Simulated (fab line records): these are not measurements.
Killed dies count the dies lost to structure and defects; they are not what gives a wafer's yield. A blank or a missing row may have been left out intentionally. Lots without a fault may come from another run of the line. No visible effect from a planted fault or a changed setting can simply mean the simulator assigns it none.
Matching of chambers | flow n5_finfet | N5_BEOL_M3_ALD_98 on ald_sin-04 has 4 sister chambers
The step deposits SiO2, target thk 2.5 nm, pulse time 1 s, co reactant pulse time 1 s. 8 wafers are shown with their chamber, then 10 later ones without.

## WAFERS PAIRED WITH THEIR CHAMBERS
wafer  | chamber | heater_power_w (W) | precursor_pulse_height_rel
L082.4 | 0       | 75                 | 1.013
L082.6 | 0       | 75                 | 0.988
L085.4 | 1       | 88                 | 1.006
L087.2 | 1       | 85                 | 1.002
L087.4 | 2       | 82                 | 0.989
L087.6 | 3       | 61                 | 0.990
L089.1 | 2       | 79                 | 0.953
L089.2 | 3       | 63                 | 0.994

## WAFERS WITH NO CHAMBER GIVEN
wafer  | heater_power_w (W) | precursor_pulse_height_rel
L089.3 | 87                 | 1.023
L090.2 | 81                 | 0.987
L090.3 | 64                 | 0.991
L090.4 | 85                 | 1.041
L091.2 | 81                 | 1.057
L091.3 | 63                 | 1.017
L091.5 | 87                 | 0.998
L096.1 | 90                 | 0.997
L096.3 | 64                 | 0.978
L096.5 | 88                 | 0.992

## THE CHAMBER EACH PASSED THROUGH
wafer  | from the rows above          | in truth
L089.3 | 1                            | 1
L090.2 | 2                            | 2
L090.3 | 3                            | 3
L090.4 | 1                            | 1
L091.2 | can't be placed: 1 or 0 or 2 | 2
L091.3 | 3                            | 3
L091.5 | 1                            | 1
L096.1 | 1                            | 1
L096.3 | 3                            | 3
L096.5 | 1                            | 1
Placed correctly: 9 of 10. Not placeable from these rows: 1 (in 1, the candidates include the true chamber). Number placed wrongly: 0.
How it was worked out, from the rows above alone: a wafer's distance from a chamber is the root of the sum, over the readings, of the square of ((its reading less the chamber's mean) divided by the reading's scatter). The wafer belongs to the nearest chamber; if the next one is less than 2 further off, it can't be placed. Each chamber's mean is taken over the wafers shown for it. The scatter is the square root of a quotient: the sum, over the shown wafers, of each reading's squared deviation from its chamber's mean, divided by wafers minus chambers.
